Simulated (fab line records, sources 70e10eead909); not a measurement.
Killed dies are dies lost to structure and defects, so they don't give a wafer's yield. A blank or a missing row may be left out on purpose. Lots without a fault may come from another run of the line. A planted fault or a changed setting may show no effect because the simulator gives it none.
A sampling plan put to the test | flow nand_harc | one fab line, 26 faults that these records tell of, each judged on the records of the lots that it struck; 1 more is left out, because the records don't allow judging it
The plan is the line's own looks: the steps of the route at which a gauge or an inspection reads the wafer and doesn't change it. A look can be judged if struck wafers have a number there and the file gives its usual mean and standard deviation on fault-free wafers. Caught: at a look after the fault's first step, the mean of the struck wafers lies 4 or more of those standard deviations (sigma) from the usual mean. On the tool: the same test on the tool's own readings at the fault's steps. Another recipe on the struck wafers, or a record that is blank for them alone, also counts as caught.

THE FAULTS, as the simulator had put them in
1. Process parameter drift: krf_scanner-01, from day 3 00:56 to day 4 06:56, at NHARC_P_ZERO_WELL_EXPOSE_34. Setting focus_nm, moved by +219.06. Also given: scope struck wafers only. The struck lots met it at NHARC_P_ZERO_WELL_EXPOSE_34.
2. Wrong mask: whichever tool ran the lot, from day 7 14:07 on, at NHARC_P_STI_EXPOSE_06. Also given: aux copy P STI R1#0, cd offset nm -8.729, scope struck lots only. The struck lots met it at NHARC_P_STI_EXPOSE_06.
3. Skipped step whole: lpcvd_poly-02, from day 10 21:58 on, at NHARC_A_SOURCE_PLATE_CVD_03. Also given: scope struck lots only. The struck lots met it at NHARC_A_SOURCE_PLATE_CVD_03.
4. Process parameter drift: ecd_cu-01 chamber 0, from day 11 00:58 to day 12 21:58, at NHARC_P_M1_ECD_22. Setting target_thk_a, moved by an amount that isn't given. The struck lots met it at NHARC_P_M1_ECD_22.
5. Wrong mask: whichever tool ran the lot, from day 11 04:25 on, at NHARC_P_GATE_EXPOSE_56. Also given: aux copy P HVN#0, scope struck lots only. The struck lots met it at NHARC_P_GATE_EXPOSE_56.
6. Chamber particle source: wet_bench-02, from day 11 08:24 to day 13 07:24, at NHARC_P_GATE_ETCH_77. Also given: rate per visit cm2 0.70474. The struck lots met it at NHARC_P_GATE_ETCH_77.
7. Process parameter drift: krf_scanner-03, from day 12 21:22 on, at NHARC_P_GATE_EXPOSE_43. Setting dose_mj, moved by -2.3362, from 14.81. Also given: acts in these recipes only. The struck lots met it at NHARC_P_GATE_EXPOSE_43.
8. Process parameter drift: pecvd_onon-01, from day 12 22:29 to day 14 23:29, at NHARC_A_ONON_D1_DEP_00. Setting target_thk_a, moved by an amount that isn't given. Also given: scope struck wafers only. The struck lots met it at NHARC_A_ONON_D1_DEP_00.
9. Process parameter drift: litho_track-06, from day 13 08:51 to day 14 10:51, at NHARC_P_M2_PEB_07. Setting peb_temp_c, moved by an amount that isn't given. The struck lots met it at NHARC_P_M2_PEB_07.
10. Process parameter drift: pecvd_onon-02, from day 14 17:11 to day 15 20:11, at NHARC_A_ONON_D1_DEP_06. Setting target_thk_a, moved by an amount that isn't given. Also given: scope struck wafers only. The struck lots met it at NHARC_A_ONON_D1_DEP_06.
11. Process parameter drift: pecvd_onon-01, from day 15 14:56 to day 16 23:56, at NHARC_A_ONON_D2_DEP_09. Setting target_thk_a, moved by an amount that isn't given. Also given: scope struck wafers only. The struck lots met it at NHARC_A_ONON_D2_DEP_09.
12. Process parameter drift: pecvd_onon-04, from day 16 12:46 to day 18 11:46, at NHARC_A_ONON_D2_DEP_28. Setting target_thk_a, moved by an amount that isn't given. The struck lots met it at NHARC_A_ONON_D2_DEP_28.
13. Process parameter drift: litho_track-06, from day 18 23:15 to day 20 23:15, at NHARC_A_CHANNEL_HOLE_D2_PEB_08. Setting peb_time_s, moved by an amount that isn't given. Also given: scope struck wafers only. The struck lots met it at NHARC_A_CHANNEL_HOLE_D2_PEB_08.
14. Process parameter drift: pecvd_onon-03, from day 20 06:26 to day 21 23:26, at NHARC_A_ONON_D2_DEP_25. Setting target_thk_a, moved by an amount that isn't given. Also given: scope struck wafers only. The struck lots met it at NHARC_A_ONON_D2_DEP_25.
15. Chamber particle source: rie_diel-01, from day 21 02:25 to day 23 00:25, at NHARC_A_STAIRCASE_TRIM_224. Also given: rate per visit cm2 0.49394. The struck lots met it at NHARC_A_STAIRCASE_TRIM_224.
16. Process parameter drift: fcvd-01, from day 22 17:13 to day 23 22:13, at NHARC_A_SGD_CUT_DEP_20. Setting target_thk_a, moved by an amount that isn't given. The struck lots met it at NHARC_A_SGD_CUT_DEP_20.
17. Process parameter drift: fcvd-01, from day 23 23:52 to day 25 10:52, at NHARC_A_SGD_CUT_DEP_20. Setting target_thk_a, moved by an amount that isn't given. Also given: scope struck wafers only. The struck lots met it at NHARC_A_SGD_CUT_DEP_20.
18. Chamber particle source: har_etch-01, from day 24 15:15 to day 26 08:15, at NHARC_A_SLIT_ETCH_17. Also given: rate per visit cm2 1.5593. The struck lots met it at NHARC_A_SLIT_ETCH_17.
19. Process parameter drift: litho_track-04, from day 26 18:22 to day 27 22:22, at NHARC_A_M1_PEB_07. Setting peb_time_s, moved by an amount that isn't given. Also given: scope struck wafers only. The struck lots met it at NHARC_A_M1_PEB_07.
20. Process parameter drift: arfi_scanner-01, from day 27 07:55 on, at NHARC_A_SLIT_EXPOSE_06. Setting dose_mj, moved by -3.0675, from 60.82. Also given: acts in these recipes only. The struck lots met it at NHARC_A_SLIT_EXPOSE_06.
21. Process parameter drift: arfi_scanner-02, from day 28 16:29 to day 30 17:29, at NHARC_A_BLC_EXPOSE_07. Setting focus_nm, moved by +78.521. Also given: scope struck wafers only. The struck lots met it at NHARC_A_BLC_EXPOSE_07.
22. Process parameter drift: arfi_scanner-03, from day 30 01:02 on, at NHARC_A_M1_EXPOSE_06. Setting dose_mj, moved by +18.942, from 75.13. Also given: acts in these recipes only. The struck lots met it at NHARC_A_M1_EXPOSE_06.
23. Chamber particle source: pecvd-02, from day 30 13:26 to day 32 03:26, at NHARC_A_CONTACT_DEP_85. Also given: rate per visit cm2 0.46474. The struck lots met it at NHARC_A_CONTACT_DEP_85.
24. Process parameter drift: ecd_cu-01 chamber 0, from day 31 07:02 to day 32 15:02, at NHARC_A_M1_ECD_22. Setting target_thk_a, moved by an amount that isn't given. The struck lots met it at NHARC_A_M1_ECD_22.
25. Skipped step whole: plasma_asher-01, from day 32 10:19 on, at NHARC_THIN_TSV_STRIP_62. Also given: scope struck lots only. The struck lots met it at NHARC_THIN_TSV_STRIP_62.
26. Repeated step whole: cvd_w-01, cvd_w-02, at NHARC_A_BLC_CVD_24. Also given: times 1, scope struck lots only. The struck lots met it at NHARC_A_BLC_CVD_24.

WHAT THE PLAN SAW
fault | on the tool itself                               | first look that catches it                      | reading, sigma                                    | median hours from its first step to that look | hours from the fault's start to the first struck lot there | judged looks passed uncaught
1     | no reading that can be judged                    | NHARC_P_ZERO_WELL_CD_MEAS_37                    | cd_nm +5.4                                        | 0.1                                           | 5                                                          | 0
2     | no reading that can be judged                    | NHARC_P_STI_CD_MEAS_09                          | cd_nm -4.7                                        | 0.2                                           | 6                                                          | 0
3     | the tool's record is blank for the struck wafers | NHARC_A_SOURCE_PLATE_THK_MEAS_06                | thk_nm -64                                        | 10.4                                          | 17                                                         | 0
4     | under 2 sigma                                    | no look after it can be judged                  | -                                                 | -                                             | -                                                          | 0
5     | under 2 sigma                                    | no look after it can be judged                  | -                                                 | -                                             | -                                                          | 0
6     | no reading that can be judged                    | NHARC_P_GATE_INSPECT_68                         | raw_defect_count +5.9                             | 1.1                                           | 14                                                         | 0
7     | exposure_dose_mJ_cm2 -99 or beyond sigma         | NHARC_P_GATE_CD_MEAS_46                         | cd_nm -26                                         | 0.2                                           | 14                                                         | 0
8     | under 2 sigma                                    | NHARC_A_ONON_D1_THK_MEAS_02                     | thk_nm -21                                        | 0.5                                           | 20                                                         | 0
9     | plate_temp_C +15 sigma                           | NHARC_P_M2_CD_MEAS_09                           | cd_nm +16                                         | 0.1                                           | 4                                                          | 0
10    | no reading that can be judged                    | NHARC_A_ONON_D1_THK_MEAS_08                     | thk_nm +65                                        | 0.5                                           | 6                                                          | 0
11    | under 2 sigma                                    | NHARC_A_ONON_D2_THK_MEAS_11                     | thk_nm -33                                        | 0.5                                           | 7                                                          | 0
12    | under 2 sigma                                    | NHARC_A_ONON_D2_THK_MEAS_30                     | thk_nm -8.8                                       | 0.5                                           | 5                                                          | 0
13    | heater_power_total_W +29 sigma                   | NHARC_A_CHANNEL_HOLE_D2_CD_MEAS_10              | cd_nm -10                                         | 0.1                                           | 1                                                          | 0
14    | no reading that can be judged                    | NHARC_A_ONON_D2_THK_MEAS_27                     | thk_nm -9.5                                       | 0.5                                           | 5                                                          | 0
15    | under 2 sigma                                    | none of the 2 looks that can be judged after it | strongest: killed_dies at NHARC_END_SORT_01, +3.5 | -                                             | -                                                          | 2
16    | no reading that can be judged                    | NHARC_A_SGD_CUT_THK_MEAS_22                     | thk_nm -5.0                                       | 4.8                                           | 5                                                          | 0
17    | no reading that can be judged                    | NHARC_A_SGD_CUT_THK_MEAS_22                     | thk_nm -55                                        | 4.2                                           | 16                                                         | 0
18    | under 2 sigma                                    | NHARC_A_SIN_REMOVE_INSPECT_04                   | raw_defect_count +11                              | 10.6                                          | 22                                                         | 0
19    | heater_power_total_W +8.3 sigma                  | none of the 3 looks that can be judged after it | strongest: cd_nm at NHARC_A_M1_CD_MEAS_09, -3.0   | -                                             | -                                                          | 3
20    | exposure_dose_mJ_cm2 -46 sigma                   | not the one look that can be judged after it    | strongest: cd_nm at NHARC_A_SLIT_CD_MEAS_09, -3.4 | -                                             | -                                                          | 1
21    | no reading that can be judged                    | none of the 3 looks that can be judged after it | strongest: cd_nm at NHARC_A_BLC_CD_MEAS_10, -3.2  | -                                             | -                                                          | 3
22    | exposure_dose_mJ_cm2 +99 or beyond sigma         | NHARC_A_M1_CD_MEAS_09                           | cd_nm +23                                         | 0.1                                           | 28                                                         | 0
23    | under 2 sigma                                    | NHARC_A_CONTACT_INSPECT_10                      | raw_defect_count +8.9                             | 0.8                                           | 10                                                         | 0
24    | no reading that can be judged                    | no look after it can be judged                  | -                                                 | -                                             | -                                                          | 0
25    | the tool's record is blank for the struck wafers | NHARC_END_SORT_01                               | killed_at_other +6.6                              | 16.5                                          | 16                                                         | 0
26    | under 2 sigma                                    | no look after it can be judged                  | -                                                 | -                                             | -                                                          | 0
A dash: the fault isn't caught, or these records don't give the number.

Caught at a look: 18 of 26. Caught on the tool: 8 of 26. By one or the other: 20 of 26.
Caught on the tool alone: faults 19, 20.
Caught at a look alone: faults 1, 2, 6, 8, 10, 11, 12, 14, 16, 17, 18, 23.
Caught by neither: faults 4, 5, 15, 21, 24, 26.

THINNER SAMPLING
If the look that catches a fault measured only every second or every third lot, by lot number, the first struck lot would be measured this late in the worst case:
fault | struck lots at that look, in order of time | every lot | every second lot | every third lot
1     | L133                                       | 5 h       | may miss it      | may miss it
2     | L762                                       | 6 h       | may miss it      | may miss it
3     | L138, L139                                 | 17 h      | 29 h             | may miss all 2
6     | L303, L304                                 | 14 h      | 16 h             | may miss all 2
7     | L724, L726                                 | 14 h      | may miss all 2   | may miss all 2
8     | L751, L755                                 | 20 h      | may miss all 2   | may miss all 2
9     | L993, L995                                 | 4 h       | may miss all 2   | may miss all 2
10    | L101, L102                                 | 6 h       | 16 h             | may miss all 2
11    | L697, L699                                 | 7 h       | may miss all 2   | may miss all 2
12    | L624, L625                                 | 5 h       | 24 h             | may miss all 2
13    | L665, L663                                 | 1 h       | may miss all 2   | may miss all 2
14    | L867, L869, L871                           | 5 h       | may miss all 3   | 34 h
16    | L571, L574                                 | 5 h       | 25 h             | may miss all 2
17    | L470, L473, L472                           | 16 h      | 32 h             | may miss all 3
18    | L778, L780                                 | 22 h      | may miss all 2   | may miss all 2
22    | L875, L877, L876                           | 28 h      | 42 h             | 42 h
23    | L294, L293                                 | 10 h      | 15 h             | may miss all 2
25    | L509, L508                                 | 16 h      | 23 h             | may miss all 2
Hours are from the fault's start to the first struck lot that is measured. The limit of 4 sigma was tested on all struck wafers together, so one lot alone may lie under it. Other struck lots may not be in these records.

THE LONGEST TIMED WAY FROM STEP TO LOOK
Fault 25: a median of 16.5 hours passes between NHARC_THIN_TSV_STRIP_62 and NHARC_END_SORT_01. No look between them can be judged.
